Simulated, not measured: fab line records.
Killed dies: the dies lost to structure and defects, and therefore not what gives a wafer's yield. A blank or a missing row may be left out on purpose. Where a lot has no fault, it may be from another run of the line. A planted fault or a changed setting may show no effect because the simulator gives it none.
A struck lot beside a sound one :: flow n5 finfet :: 41 steps out of a route of 1938
Sound: these wafers, L618.1, L618.2, L618.3. Struck: wafers L633.1, L633.3, L633.5. The cause comes at the end.
Each step with rows lists, per side, the tool, then ch with its chambers, then its first start. Under that, the readings that differ: sound wafers :: struck wafers :: difference of the means :: sigmas: that difference in standard deviations of wafers without a fault.
alike: a reading whose means differ by less than 2 such deviations, as well as words and numbers matching on both sides. not compared: withheld readings; readings where some wafer has no value; bounds like >300 that might hide an equal value; numbers whose values overlap and for which the record gives no deviation.
A row with sigmas, a row that says differs or no value, or rows on one side alone: a step with any of these is where the two part. When numbers do not overlap yet have no deviation, they are printed without sigmas and do not part them. A reading that every wafer of one side lacks parts them only if that side has two wafers or more.

N5_BEOL_M3_STRIP_97: strips in N2/H2, time 10 s.
  sound: rie diel-05 ch 0,1,3; struck: rie diel-01 ch 1,2,3
  alike: drypump motor current A, oes product au, rf vpp V, showerhead plenum p Torr, throttle valve pct
  not compared: rf hours counter h
N5_BEOL_M3_OCD_MEAS_38:
  sound on ocd-01 at day 8 07:32; struck on ocd-02 at day 11 16:33
  alike: trench depth nm
then, 4 steps without rows for these wafers: N5_BEOL_M3_HM_STRIP_39 (strips TiN in peroxide tin strip, target depth 25 nm, time 158 s); N5_BEOL_M3_SRD_40 (time 30 s); N5_BEOL_M3_PRECLEAN_42 (cleans in residue remover, time 60 s); N5_BEOL_M3_SRD_43 (time 30 s).
N5_BEOL_M3_CD_MEAS_35: target cd 18 nm, target cd y 21 nm.
  sound on cd sem-02 at day 8 07:41; struck on cd sem-02 at day 11 16:43
  alike: cd nm
N5_BEOL_M3_DEGAS_44: time 60 s.
  sound on pvd sputter-01 at day 8 08:04; struck on pvd sputter-03 at day 11 17:07
  alike: heater power w
then, 4 steps without rows for these wafers: N5_BEOL_M3_PRE_CLEAN_45 (time 30 s); N5_BEOL_M3_ALD_84 (deposits TaN, pulse time 2 s, purge time 3 s, co reactant purge time 2 s); N5_BEOL_M3_SURFACE_TREAT_85; N5_BEOL_M3_CVD_47 (deposits Co from CCTBA/H2, target thk 3 nm, time 223.8 s).
N5_BEOL_M3_SPUTTER_48: material Cu, target thk 4.5 nm, time 8.29 s.
  sound on pvd sputter-02 at day 8 09:16; struck on pvd sputter-03 at day 11 17:41
  alike: throttle valve pct
then, 4 steps without rows for these wafers: N5_BEOL_M3_ANNEAL_49 (time 240 s); N5_BEOL_M3_SPUTTER_79 (material Cu, target thk 4.5 nm, time 8.29 s); N5_BEOL_M3_ANNEAL_80 (time 240 s); N5_BEOL_M3_SPUTTER_81 (material Cu, target thk 4.5 nm, time 8.29 s).
N5_BEOL_M3_ANNEAL_82: time 240 s.
  sound on pvd sputter-02 at day 8 09:47; struck on pvd sputter-03 at day 11 18:13
  alike: heater power w
then, 2 steps without rows for these wafers: N5_BEOL_M3_SPUTTER_86 (material Cu, target thk 4.5 nm, time 8.29 s); N5_BEOL_M3_ANNEAL_87 (time 240 s).
N5_BEOL_M3_SPUTTER_88: material Cu, target thk 4.5 nm, time 8.29 s.
  sound on pvd sputter-02 at day 8 10:09; struck on pvd sputter-03 at day 11 18:34
  alike: throttle valve pct
then, 14 steps without rows for these wafers: N5_BEOL_M3_ANNEAL_89 (time 240 s); N5_BEOL_M3_SPUTTER_90 (material Cu, target thk 4.5 nm, time 8.29 s); N5_BEOL_M3_ANNEAL_91 (time 240 s); N5_BEOL_M3_SPUTTER_92 (material Cu, target thk 4.5 nm, time 8.29 s); N5_BEOL_M3_ANNEAL_93 (time 240 s); N5_BEOL_M3_SPUTTER_94 (material Cu, target thk 4.5 nm, time 8.29 s); N5_BEOL_M3_ANNEAL_95 (time 240 s); N5_BEOL_M3_SPUTTER_96 (material Cu, target thk 4.5 nm, time 8.29 s); N5_BEOL_M3_ECD_50 (material Cu, target thk 300 nm); N5_BEOL_M3_ANNEAL_51 (time 90 s); N5_BEOL_M3_CMP_52 (polishes, stops on SiOC, t overpolish 6.8 s, target thk 40 nm); N5_BEOL_M3_PRE_CLEAN_60 (time 15 s); N5_BEOL_M3_CO_CAP_55 (material Co, precursor CCTBA/H2, target thk 2 nm, time 102.1 s); N5_BEOL_M3_PRE_CLEAN_56 (time 15 s).
N5_BEOL_M3_DEP_57: deposits SiCN from 3MS/NH3, target thk 8 nm, time 14 s.
  sound on pecvd-02 ch 0,1,2, day 8 12:17; struck on pecvd-03 ch 0,2, day 11 21:44
  alike: showerhead plenum p Torr, throttle valve pct
N5_BEOL_M3_RS_MEAS_58: measurement is done with a four-point probe.
  sound on film metro-01 at day 8 12:20; struck on film metro-02 at day 11 21:49
  alike: M3_RS
then, 1 step without rows for these wafers: N5_BEOL_M4_ILD_DEP_00 (deposits SiOC from DEMS/O2, target thk 79 nm, time 15.3 s).
N5_BEOL_M4_THK_MEAS_01:
  sound on film metro-02 at day 8 12:28; struck on film metro-02 at day 11 21:58
  alike: M4_ILD_THK
then, 1 step without rows for these wafers: N5_BEOL_M4_PECVD_72 (deposits SiO2 from TEOS/O2, target thk 16 nm, time 18 s).
-- record jumps: 5 days separate the struck wafers' starts on either side; left off in module BEOL_M4, taken up again in module PASSIVATION, whose first shown step is the route's number 1936 --
N5_PASSIVATION_PROBE_49:
  record: rows for the struck wafers here (prober-01, day 16 17:57), none for the sound ones

## WHERE THEY PART
N5_PASSIVATION_PROBE_49 only, going by this record.

WHY: what had been put in by the simulator
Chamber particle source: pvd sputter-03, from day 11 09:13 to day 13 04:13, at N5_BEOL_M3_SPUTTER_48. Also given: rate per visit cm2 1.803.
